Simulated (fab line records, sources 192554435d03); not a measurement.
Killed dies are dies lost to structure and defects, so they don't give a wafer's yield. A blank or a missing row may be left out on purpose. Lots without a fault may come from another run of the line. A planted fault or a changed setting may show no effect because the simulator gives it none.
fab line records | flow n5_finfet
record lots=5 wafers=15 last_day=16
route steps=1938 shown WELL_APT@38 PMOS_HMC_CHANNEL_EPI@57 BEOL_M4@1111 PASSIVATION@1936
lots that met no fault: from a run of the same line without faults
start_h: hours from the record's first day to the start of the lot's first wafer shown | wait_h: hours since the lot's step before | " the same as in the row above | L1.1+2: a row that stands for several wafers | - no value, or no start given | * or withheld: withheld | < > ~ a bound
route shown NAME@n: a module of which the file shows steps, and the number in the route of the first | usual: mean/standard deviation of fault-free wafers | same: alike in all rows | chamber/n: place in a boat | sites: the reading at each site | _std_site: their standard deviation | _edge_site: outer sites' mean less inner sites' | radius_mm: how far each site lies from the wafer's centre | mask NAME#n: copy n | behind: the tool/chamber that last shaped the wafer | hold: why the lot was held/for how many hours/how that ended | device: the transistor (n, p or np) that didn't switch | end of line: the same wafers' tests at the end of the route | a step without rows: its recipe alone | killed: dies lost to structure and defects at the first sort, not the wafer's yield | map: a wafer's dies, x killed, . not, _ none there
set.NAME: the setting as run; set.NAME@STEP: as run at that earlier step | model.NAME: the simulator's own value behind a step, which no gauge read
lots at some steps of the route; a table a step, a row a wafer
## steps
# step N5_WELL_APT_SOFTBAKE_20
# recipe temp_c=130 time_s=60
# step N5_WELL_APT_EXPOSE_22
# recipe mask_id=PWELL na=0.8 source_shape=conventional sigma_outer=0.8 polarization=unpolarized defocus_nm=0 target_cd_nm=200 dose_mj=23.2
# step N5_WELL_APT_PEB_23
# recipe peb_temp_c=130 peb_time_s=90
# step N5_WELL_APT_DEVELOP_24
# recipe develop_time_s=45 rinse_liquid=surfactant_rinse dry=air_spin dev_temp_c=21
# step N5_WELL_APT_HARDBAKE_29
# recipe temp_c=130 time_s=120
# step N5_WELL_APT_DESCUM_30
# recipe chemistry=O2 time_s=7.9 source_power_w=50 bias_power_w=20 pressure_mtorr=20 rf_frequency_hz=2.712e+07 temp_c=40 o2_flow_sccm=225
# step N5_WELL_APT_IMPLANT_31
# recipe species=B energy_kev=60 dose_cm2=1.5e+13 tilt_deg=0 rotation_deg=0
# step N5_WELL_APT_IMPLANT_32
# recipe species=BF2 energy_kev=50 dose_cm2=2e+13 tilt_deg=0 rotation_deg=0
# step N5_WELL_APT_STRIP_33
# recipe chemistry=SPM time_s=900 temp_c=130 h2so4_h2o2_vol_ratio=4 dry=ipa_marangoni
# step N5_WELL_APT_RTA_34
# recipe temp_c=1000 time_s=10 ambient=N2 idle_temp_c=600 ramp_up_c_per_s=150 ramp_down_c_per_s=60 cool_to_c=600
# usual lamp_power_pct=13.01/0.056 lamp_zone_1_pct=12.997/0.029 lamp_zone_2_pct=13.00/0.031 lamp_zone_3_pct=12.99/0.03 lamp_zone_4_pct=13.00/0.031 lamp_zone_5_pct=13.00/0.033 lamp_zone_6_pct=12.92/0.031 lamp_zone_7_pct=13.43/0.031 wafer_temp_C_max=1003.5/1
# columns lot.wafer tool chamber start_h wait_h lamp_power_pct lamp_zone_1_pct lamp_zone_2_pct lamp_zone_3_pct lamp_zone_4_pct lamp_zone_5_pct lamp_zone_6_pct lamp_zone_7_pct wafer_temp_C_max
L169.2 rtp_anneal-02 0 34.10 0.0 13.04 12.983 12.99 12.98 13.01 13.02 12.91 13.48 1004.0
L169.3 " 0 " " 12.96 13.013 12.99 12.99 12.96 12.97 12.94 13.43 1003.8
L169.5 " 0 " " 12.96 12.976 13.00 13.01 12.99 12.99 12.92 13.40 1005.6
L176.1 rtp_anneal-02 0 76.27 0.1 11.80 11.770 11.78 11.73 11.81 11.77 11.67 12.19 1002.0
L176.5 " 0 " " 11.79 11.811 11.75 11.74 11.80 11.77 11.68 12.18 1003.2
L176.6 " 0 " " 11.69 11.848 11.81 11.79 11.80 11.78 11.70 12.18 1004.2
L177.3 rtp_anneal-02 0 82.53 0.1 11.82 11.836 11.74 11.78 11.75 11.77 11.68 12.17 1002.8
L177.4 " 0 " " 11.83 11.797 11.74 11.77 11.83 11.79 11.68 12.20 1002.9
L177.6 " 0 " " 11.85 11.778 11.82 11.77 11.76 11.74 11.75 12.14 1002.8
L179.2 rtp_anneal-01 0 94.26 0.4 13.05 12.988 12.98 12.97 12.93 13.01 12.93 13.39 1004.5
L179.3 " 0 " " 13.07 12.980 12.98 12.97 13.01 13.02 12.92 13.43 1002.0
L179.6 " 0 " " 12.94 12.992 13.03 12.97 12.97 13.00 12.92 13.41 1004.4
L180.1 rtp_anneal-02 0 100.84 0.1 11.79 11.804 11.75 11.70 11.76 11.76 11.64 12.17 1003.3
L180.3 " 0 " " 11.77 11.775 11.77 11.76 11.76 11.76 11.72 12.15 1003.9
L180.6 " 0 " " 11.76 11.758 11.79 11.77 11.75 11.77 11.72 12.17 1002.1
# step N5_WELL_APT_OXIDE_STRIP_42
# recipe chemistry=dHF dilution=25:1 time_s=45 temp_c=25 target=SiO2 target_depth_a=120
# step N5_WELL_APT_PRECLEAN_36
# recipe chemistry=O3/DIW time_s=45 temp_c=22 o3_ppm=10
# step N5_WELL_APT_PRECLEAN_39
# recipe chemistry=dHF time_s=60 dilution=150:1 temp_c=25
# step N5_WELL_APT_SRD_37
# recipe dry=ipa_marangoni do_ppb=5 time_s=30 temp_c=23 rinse_liquid=diw
# step N5_WELL_APT_EPI_41
# recipe material=Si target_thk_a=500 temp_c=650 precursor=SiH4/H2 pressure_torr=20 time_s=297.7
# step N5_PMOS_HMC_CHANNEL_EPI_HM_DEP_34
# recipe material=SiO2 target_thk_a=360 temp_c=400 precursor=TEOS/O2 pressure_torr=6.5 rf_w=900 teos_flow_sccm=161.4 gas=O2 flow_sccm=2650 time_s=6.9
# step N5_PMOS_HMC_CHANNEL_EPI_COAT_31
# recipe resist=BARC temp_c=205 time_s=60 spin_rpm=1500 resist_thk_nm=66
# step N5_PMOS_HMC_CHANNEL_EPI_COAT_03
# recipe resist=CAR-ArF-block spin_rpm=1500 resist_thk_nm=205
# step N5_PMOS_HMC_CHANNEL_EPI_EBR_05
# recipe solvent=PGMEA ebr_width_mm=1.5
# step N5_PMOS_HMC_CHANNEL_EPI_SOFTBAKE_04
# recipe temp_c=110 time_s=60 resist=CAR-ArF-block
# step N5_PMOS_HMC_CHANNEL_EPI_EXPOSE_06
# recipe mask_id=PMOS_HMC_BLK na=1.35 source_shape=conventional sigma_outer=0.8 polarization=unpolarized target_cd_nm=240 dose_mj=41
# step N5_PMOS_HMC_CHANNEL_EPI_PEB_07
# recipe peb_temp_c=110 peb_time_s=60 resist=CAR-ArF-block
# step N5_PMOS_HMC_CHANNEL_EPI_DEVELOP_08
# recipe develop_time_s=30 developer=TMAH resist=CAR-ArF-block dev_temp_c=23 rinse_liquid=diw dry=air_spin
# step N5_PMOS_HMC_CHANNEL_EPI_DESCUM_14
# recipe chemistry=O2 time_s=7.9 source_power_w=50 bias_power_w=20 pressure_mtorr=20 rf_frequency_hz=2.712e+07 temp_c=40 resist=CAR-ArF-block o2_flow_sccm=225
# step N5_PMOS_HMC_CHANNEL_EPI_ETCH_32
# recipe chemistry=N2/H2 target=BARC stop_on=SiO2 target_depth_a=858 over_etch_frac=0.3 time_s=50.3 ion_energy_ev=200 mask_material=CAR-ArF-block pressure_mtorr=30 source_w=840 bias_w=150 n2_flow_sccm=200 h2_flow_sccm=200
# step N5_PMOS_HMC_CHANNEL_EPI_HM_OPEN_15
# recipe chemistry=CHF3/O2 target=SiO2 mask_material=CAR-ArF-block target_depth_a=406 CHF3_flow_sccm=50 O2_flow_sccm=5 Ar_flow_sccm=200 time_s=20.3 pressure_mtorr=30 source_w=650 bias_w=170 ion_energy_ev=200
# step N5_PMOS_HMC_CHANNEL_EPI_STRIP_33
# recipe chemistry=N2/H2 power_w=500 temp_c=40 pressure_mtorr=50 rf_frequency_hz=6e+07 overash_fraction=0.3 bias_power_w=8 h2_frac=0.5 n2_flow_sccm=300 h2_flow_sccm=300
# step N5_PMOS_HMC_CHANNEL_EPI_STRIP_17
# recipe chemistry=SPM time_s=750 temp_c=130 h2so4_h2o2_vol_ratio=4 dry=ipa_marangoni
# step N5_PMOS_HMC_CHANNEL_EPI_ETCH_38
# recipe chemistry=CF4 target=SiO2 target_depth_a=15 ion_energy_ev=350 pressure_mtorr=10 icp_w=800 bias_w=400 cf4_flow_sccm=80
# step N5_PMOS_HMC_CHANNEL_EPI_FIN_RECESS_16
# recipe chemistry=HBr/Cl2 target=Si mask_material=SiO2 target_depth_a=540 time_s=18 pressure_mtorr=10 icp_w=800 bias_w=75 HBr_flow_sccm=150 Cl2_flow_sccm=80
# step N5_PMOS_HMC_CHANNEL_EPI_PRECLEAN_36
# recipe chemistry=O3/DIW time_s=45 temp_c=22 o3_ppm=10
# step N5_PMOS_HMC_CHANNEL_EPI_PRECLEAN_18
# recipe chemistry=DHF time_s=30 temp_c=25 dilution=withheld
# step N5_PMOS_HMC_CHANNEL_EPI_SRD_19
# recipe dry=ipa_marangoni do_ppb=5 time_s=30 temp_c=23 rinse_liquid=diw
# step N5_PMOS_HMC_CHANNEL_EPI_EPI_20
# recipe material=SiGe30 mask_material=SiO2 pressure_torr=20 target_thk_a=590 temp_c=600
# step N5_PMOS_HMC_CHANNEL_EPI_HM_STRIP_35
# recipe chemistry=dHF temp_c=25 material=SiO2 target=SiO2 target_depth_a=396 time_s=216
# step N5_BEOL_M4_RC_MEAS_101
# usual DIBL_N=36.0/2.5 DIBL_P=36.7/3 IOFF_N=0.16/0.043 IOFF_N_LONG=5.58e-05/2.4e-06 IOFF_P=0.21/0.049 ION_N=673/15 ION_P=461/9.8 SS_N=71.5/0.83 SS_P=73.4/0.83 VT_N=250/4 VT_P=-251/4
# columns lot.wafer tool chamber start_h wait_h DIBL_N[mV/V] DIBL_P[mV/V] IOFF_N[nA/um] IOFF_N_LONG[nA/um] IOFF_P[nA/um] ION_N[uA/um] ION_P[uA/um] SS_N[mV/dec] SS_P[mV/dec] VT_N[mV] VT_P[mV]
L169.2 prober-02 0 185.91 0.2 38.7 39.9 0.22 5.89e-05 0.28 695 472 71.6 73.8 243 -246
L169.3 " 0 " " 38.6 39.5 0.20 5.85e-05 0.26 686 474 71.7 73.6 245 -244
L169.5 " 0 " " 40.7 42.3 0.24 5.72e-05 0.34 693 476 72.6 74.8 244 -242
L176.1 prober-02 0 219.89 0.0 39.1 39.8 0.19 6.34e-05 0.24 689 468 72.4 74.3 248 -252
L176.5 " 0 " " 38.4 39.3 0.18 6.31e-05 0.24 675 459 72.4 74.1 252 -250
L176.6 " 0 " " 39.3 38.7 0.21 6.45e-05 0.23 675 455 72.9 74.3 248 -251
L179.2 prober-01 0 239.56 0.2 36.3 33.3 0.13 5.43e-05 0.15 656 444 71.6 72.4 256 -258
L179.3 " 0 " " 38.1 39.2 0.18 5.19e-05 0.26 668 460 72.2 74.2 251 -250
L179.6 " 0 " " 39.1 37.0 0.19 5.38e-05 0.21 680 453 72.6 73.7 250 -252
L177.3 prober-02 0 242.34 0.3 36.3 36.6 0.18 6.84e-05 0.21 695 465 71.0 73.8 249 -252
L177.4 " 0 " " 39.4 39.3 0.20 6.83e-05 0.24 676 456 72.8 74.5 249 -252
L177.6 " 0 " " 39.2 40.1 0.22 6.95e-05 0.27 688 481 72.9 74.1 247 -249
L180.1 prober-01 0 243.35 0.0 35.8 35.1 0.14 6.32e-05 0.22 660 459 71.2 72.4 251 -250
L180.3 " 0 " " 36.7 36.6 0.16 6.56e-05 0.24 664 464 72.1 74.7 251 -244
L180.6 " 0 " " 37.9 38.2 0.19 6.7e-05 0.26 678 467 71.2 73.8 247 -247
# step N5_PASSIVATION_PROBE_49
# usual defect_limited_yield=91.1/1.5 killed_at_M0_to_M3=37/11 killed_at_M4_up=13/5.6 killed_at_contacts=12/5.6 killed_at_front_end=39/11 killed_at_other=4/3.1 killed_dies=105/18 killed_open=69/13 killed_short=35/7.4 sort_bin_5_function=5.1/0.92 sort_bin_6_memory=3.4/0.76 sort_bin_8_speed=0.02/0.11 sort_n_pass=1075/18 sort_yield_pct=91.1/1.5
# same gross_dies=1180 killed_at_back_side=0 sort_bin_4_leakage[%]=0
# columns lot.wafer tool chamber start_h wait_h defect_limited_yield[%] killed_at_M0_to_M3 killed_at_M4_up killed_at_contacts killed_at_front_end killed_at_other killed_dies killed_open killed_short sort_bin_5_function[%] sort_bin_6_memory[%] sort_bin_8_speed[%] sort_n_pass sort_yield_pct[%]
L169.2 prober-01 - 296.96 0.7 91.4 20 12 18 44 7 101 60 38 5.4 2.8 0 1079 91.4
L169.3 prober-01 - 297.01 0.8 91.0 37 6 9 49 5 106 73 33 5.8 2.8 0 1074 91.0
L169.5 prober-01 - 297.11 0.9 91.0 26 16 12 46 6 106 59 39 5.7 2.5 0 1074 91.0
L176.1 prober-02 - 326.39 0.0 88.7 42 14 13 52 12 133 99 34 5.9 5.2 0 1047 88.7
L176.5 prober-02 - 326.59 0.2 88.5 48 17 15 44 12 136 93 34 6.1 4.6 0 1044 88.5
L176.6 prober-02 - 326.64 0.3 90.3 53 12 15 32 2 114 82 31 5.7 3.5 0 1066 90.3
L177.3 prober-02 - 349.26 0.1 89.1 46 16 32 34 1 129 90 39 6.9 3.8 0 1051 89.1
L177.4 prober-02 - 349.31 0.2 89.8 70 12 5 27 6 120 75 45 5.4 4.4 0 1060 89.8
L177.6 prober-02 - 349.41 0.3 91.9 45 10 7 30 3 95 62 33 4.4 3.2 0 1085 91.9
L179.2 prober-01 - 354.98 0.1 93.6 28 7 4 33 4 76 53 23 4.2 2.0 0.08 1103 93.5
L179.3 prober-01 - 355.03 0.1 93.2 19 17 15 28 1 80 61 19 3.6 3.1 0 1100 93.2
L179.6 prober-01 - 355.18 0.3 95.1 17 9 6 24 2 58 47 11 3.1 1.7 0 1122 95.1
L180.1 prober-01 - 381.22 0.0 90.8 26 13 20 42 8 109 71 36 5.4 3.1 0 1071 90.8
L180.3 prober-01 - 381.32 0.1 91.4 52 13 10 26 0 101 68 32 4.7 3.4 0 1079 91.4
L180.6 prober-01 - 381.47 0.3 92.9 35 17 8 18 6 84 53 30 4.3 2.6 0 1096 92.9
# killed by level:class
L169.2 MOL_CONTACT_COAG:geometric_particle:open=16 GATE_CUT:geometric_particle:short=8 GATE_CUT:geometric_particle:open=7 FIN_SAQP:geometric_particle:short=6 STI_FIN_REVEAL:geometric_particle:open=6 FIN_SAQP:geometric_particle:open=4 BEOL_M1:geometric_particle:short=4 BEOL_M1:geometric_particle:open=4
L169.3 STI_FIN_REVEAL:geometric_particle:open=18 BEOL_M1:geometric_particle:open=12 BEOL_M2:geometric_particle:open=9 GATE_CUT:geometric_particle:short=8 MOL_CONTACT_COAG:geometric_particle:open=6 STI_FIN_REVEAL:geometric_particle:short=4 DUMMY_GATE:geometric_particle:open=4 BEOL_M1:geometric_particle:short=4
L169.5 FIN_SAQP:geometric_particle:short=14 MOL_CONTACT_COAG:geometric_particle:open=9 BEOL_M4:geometric_particle:open=8 HKMG_FIN:area_etch=8 GATE_CUT:geometric_particle:short=7 BEOL_M3:geometric_particle:open=6 FIN_SAQP:geometric_particle:open=5 BEOL_M1:geometric_particle:open=4
L176.1 STI_FIN_REVEAL:geometric_particle:open=15 BEOL_M3:geometric_particle:open=13 MOL_CONTACT_COAG:geometric_particle:open=11 FIN_SAQP:geometric_particle:open=9 GATE_CUT:geometric_particle:short=8 BEOL_M4:geometric_particle:open=8 BEOL_M1:geometric_particle:open=7 BEOL_M2:geometric_particle:open=7
L176.5 BEOL_M3:geometric_particle:open=15 MOL_CONTACT_COAG:geometric_particle:open=13 STI_FIN_REVEAL:geometric_particle:open=11 BEOL_M2:geometric_particle:open=11 BEOL_M4:geometric_particle:open=9 HKMG_FIN:area_etch=9 BEOL_M0_SAQP:geometric_particle:short=6 BEOL_M0_SAQP:geometric_particle:open=6
L176.6 BEOL_M1:geometric_particle:open=14 BEOL_M3:geometric_particle:open=12 MOL_CONTACT_COAG:geometric_particle:open=11 BEOL_M0_SAQP:geometric_particle:open=9 FIN_SAQP:geometric_particle:open=6 STI_FIN_REVEAL:geometric_particle:open=6 BEOL_M0_SAQP:geometric_particle:short=6 MOL_CONTACT_COAG:geometric_particle:short=4
L177.3 MOL_CONTACT_COAG:geometric_particle:open=26 FIN_SAQP:geometric_particle:open=15 BEOL_M0_SAQP:geometric_particle:short=12 BEOL_M0_SAQP:geometric_particle:open=10 BEOL_M3:geometric_particle:open=9 BEOL_M4:geometric_particle:open=9 FIN_SAQP:geometric_particle:short=7 MOL_CONTACT_COAG:geometric_particle:short=6
L177.4 BEOL_M0_SAQP:geometric_particle:open=20 BEOL_M0_SAQP:geometric_particle:short=19 BEOL_M1:geometric_particle:open=11 BEOL_M3:geometric_particle:open=11 FIN_SAQP:geometric_particle:short=5 GATE_CUT:geometric_particle:short=5 BEOL_M2:geometric_particle:open=5 DUMMY_GATE:geometric_particle:open=4
L177.6 BEOL_M0_SAQP:geometric_particle:open=12 BEOL_M0_SAQP:geometric_particle:short=12 BEOL_M1:geometric_particle:open=11 FIN_SAQP:geometric_particle:open=7 BEOL_M4:geometric_particle:open=7 FIN_SAQP:geometric_particle:short=5 MOL_CONTACT_COAG:geometric_particle:open=5 GATE_CUT:geometric_particle:open=4
L179.2 FIN_SAQP:geometric_particle:open=8 BEOL_M1:geometric_particle:open=7 BEOL_M0_SAQP:geometric_particle:short=5 BEOL_M0_SAQP:geometric_particle:open=5 BEOL_M3:geometric_particle:open=5 GATE_CUT:geometric_particle:open=4 STI_FIN_REVEAL:geometric_particle:open=3 MOL_CONTACT_COAG:geometric_particle:open=3
L179.3 MOL_CONTACT_COAG:geometric_particle:open=15 DUMMY_GATE:geometric_particle:open=9 FIN_SAQP:geometric_particle:short=6 BEOL_M4:geometric_particle:open=6 BEOL_M5:geometric_particle:open=5 STI_FIN_REVEAL:geometric_particle:open=4 BEOL_M1:geometric_particle:open=4 BEOL_M3:geometric_particle:open=4
L179.6 FIN_SAQP:geometric_particle:open=11 BEOL_M1:geometric_particle:open=7 BEOL_M4:geometric_particle:open=6 MOL_CONTACT_COAG:geometric_particle:open=5 FIN_SAQP:geometric_particle:short=3 BEOL_M3:geometric_particle:open=3 STARTING-WAFER:geometric_particle:open=3 STI_FIN_REVEAL:geometric_particle:open=2
L180.1 MOL_CONTACT_COAG:geometric_particle:open=14 STI_FIN_REVEAL:geometric_particle:open=11 BEOL_M5:geometric_particle:open=8 STARTING-WAFER:geometric_particle:open=7 BEOL_M0_SAQP:geometric_particle:open=6 MOL_CONTACT_COAG:geometric_particle:short=6 FIN_SAQP:geometric_particle:short=5 BEOL_M0_SAQP:geometric_particle:short=5
L180.3 BEOL_M0_SAQP:geometric_particle:short=14 BEOL_M0_SAQP:geometric_particle:open=13 BEOL_M2:geometric_particle:open=12 MOL_CONTACT_COAG:geometric_particle:open=8 BEOL_M1:geometric_particle:open=5 FIN_SAQP:geometric_particle:open=4 BEOL_M5:geometric_particle:open=4 FIN_SAQP:geometric_particle:short=3
L180.6 BEOL_M0_SAQP:geometric_particle:short=11 BEOL_M0_SAQP:geometric_particle:open=8 MOL_CONTACT_COAG:geometric_particle:open=7 BEOL_M5:geometric_particle:open=6 BEOL_M1:geometric_particle:open=4 BEOL_M3:geometric_particle:open=4 BEOL_M4:geometric_particle:open=4 FIN_SAQP:geometric_particle:short=3
## key
first_sign step=N5_WELL_APT_RTA_34 reading=lamp_zone_1_pct direction=down sigmas=41 usual=* struck=*
effect step=N5_WELL_APT_RTA_34 reading=lamp_zone_3_pct direction=down sigmas=41 usual=* struck=*
effect step=N5_BEOL_M4_RC_MEAS_101 reading=IOFF_N_LONG direction=up sigmas=4.3 usual=5.58e-05 struck=6.59e-05
met_at N5_WELL_APT_RTA_34
struck_wafers L176.1,L176.5,L176.6,L177.3,L177.4,L177.6,L180.1,L180.3,L180.6
onset_between 34.10 76.27
fault kind=process_parameter_drift tool=rtp_anneal-02 chamber=- onset_h=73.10 steps=N5_WELL_APT_RTA_34 channel=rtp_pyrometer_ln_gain offset=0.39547 shape=step end_h=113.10
